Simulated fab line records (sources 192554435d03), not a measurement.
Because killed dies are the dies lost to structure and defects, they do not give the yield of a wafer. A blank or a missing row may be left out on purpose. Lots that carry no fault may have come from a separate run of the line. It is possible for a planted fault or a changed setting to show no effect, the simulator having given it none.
A single fault, viewed from 3 desks    flow n5 finfet    what lay behind the numbers comes last; until then each desk has only its own

== THE DEFECT DESK ==
Inspection counts along the route, by lot: the mean over sampled wafers that carry a number. Any lot whose mean is over 4 standard deviations away from the usual mean is out of limits and marked OUT; that distance is given in the brackets.
Columns: A = raw defect count at N5_BEOL_M0_SAQP_INSPECT_42, usual 273
lot   first seen here  A
L160  day 5 18:43      238
L161  day 5 23:04      246
L163  day 6 10:32      335
L164  day 6 16:22      237
L166  day 7 07:34      270
L177  day 9 20:08      414
L178  day 10 08:26     173
L179  day 10 11:27     335
L182  day 11 05:11     253
L183  day 11 08:13     262
This desk's finding: nothing out of limits on any of the 10 lots.

== METROLOGY DESK ==
Lot by lot, what the gauges showed, no matter which tool ran the lot: averages of those sampled wafers that carry a number. Any lot whose mean is over 4 standard deviations away from the usual mean is out of limits and marked OUT; that distance is given in the brackets. It has 10 readings; the 7 that lie furthest out on some lot are the ones shown.
Columns: A = DIBL_N at N5_BEOL_M4_RC_MEAS_101, usual 36.4 mV/V; B = IOFF_P at N5_BEOL_M4_RC_MEAS_101, usual 0.211 nA/um; C = ION_N at N5_BEOL_M4_RC_MEAS_101, usual 671 uA/um; D = ION_P at N5_BEOL_M4_RC_MEAS_101, usual 462 uA/um; E = SS_P at N5_BEOL_M4_RC_MEAS_101, usual 73.4 mV/dec; F = VT_N at N5_BEOL_M4_RC_MEAS_101, usual 250.1 mV; G = VT_P at N5_BEOL_M4_RC_MEAS_101, usual -250.1 mV
lot   first seen here  A     B      C    D    E     F      G
L160  day 7 23:52      35.6  0.194  675  461  72.4  249.9  -251.8
L161  day 8 08:29      36.1  0.207  672  464  73.9  250.1  -250.5
L163  day 8 18:28      36.8  0.203  669  458  73.4  253.1  -251.4
L164  day 8 18:59      35.6  0.167  666  451  73.5  250.3  -255.5
L166  day 9 15:51      35.8  0.197  669  460  73.0  251.1  -251.8
L177  day 12 05:17     37.5  0.220  665  462  73.2  250.1  -249.3
L178  day 12 14:07     35.4  0.218  674  466  72.8  250.1  -248.7
L179  day 12 16:26     37.4  0.216  676  460  73.5  249.1  -249.6
L182  day 13 09:25     33.9  0.188  675  469  73.2  251.3  -250.1
L183  day 13 20:34     37.5  0.175  680  457  73.4  248.1  -256.7
This desk's finding: nothing out of limits on any of the 10 lots.

== TOOL OWNER'S DESK, rie diel-02 ==
The tool's own readings at N5_BEOL_M0_SAQP_ETCH_73 (etches SiARC in CF4, target depth 19.5 nm, time 32.5 s): means of the sampled wafers that have a number, for each lot that ran on this tool. Any lot whose mean is over 4 standard deviations away from the usual mean is out of limits and marked OUT; that distance is given in the brackets.
Columns: A = drypump motor current A at N5_BEOL_M0_SAQP_ETCH_73, usual 5.6 A; B = etch rf on time s at N5_BEOL_M0_SAQP_ETCH_73, usual 32.5 s; C = oes product au at N5_BEOL_M0_SAQP_ETCH_73, usual 0.67 a.u.; D = rf vpp V at N5_BEOL_M0_SAQP_ETCH_73, usual 184.2 V; E = showerhead plenum p Torr at N5_BEOL_M0_SAQP_ETCH_73, usual 2.16 Torr; F = throttle valve pct at N5_BEOL_M0_SAQP_ETCH_73, usual 15.57 %
lot   first seen here  A    B                C     D      E     F
L160  day 5 18:53      5.6  32.5             0.71  183.9  2.21  15.46
L161  day 5 23:10      5.6  32.2             0.72  185.2  2.21  15.45
L163  day 6 11:02      5.7  32.5             0.74  185.1  2.23  15.32
L177  day 9 20:14      5.7  28.1 (-9.5) OUT  0.82  183.9  2.21  15.20
L178  day 10 08:31     5.3  27.5 (-11) OUT   0.76  184.8  2.15  15.54
L179  day 10 11:32     5.5  29.1 (-7.5) OUT  0.76  184.3  2.19  15.39
This desk's verdict: out of limits on L177, L178, L179, starting with L177 at day 9 20:14 (etch rf on time s at N5_BEOL_M0_SAQP_ETCH_73). L160, L161, L163 stayed within limits.

== BROUGHT TOGETHER ==
An alarm could have come from the tool owner's desk at day 9 20:14, on L177, L178, L179.
The defect desk saw nothing out of limits.
At the metrology desk, nothing out of limits was observed.
The defect desk has L177, L178, L179 on record, within its limits.
The metrology desk holds a record of L177, L178, L179, inside its limits.
All the named lots went through N5_BEOL_M0_SAQP_ETCH_73 on rie diel-02.

== WHAT THE SIMULATOR HAD INSERTED ==
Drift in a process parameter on rie diel-02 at N5_BEOL_M0_SAQP_ETCH_73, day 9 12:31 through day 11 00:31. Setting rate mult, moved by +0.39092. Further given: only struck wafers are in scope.
Struck lots among those shown: L177, L178, L179.
Time in hours from fault onset to the first out-of-limits reading at each desk: the tool owner's desk, 8.
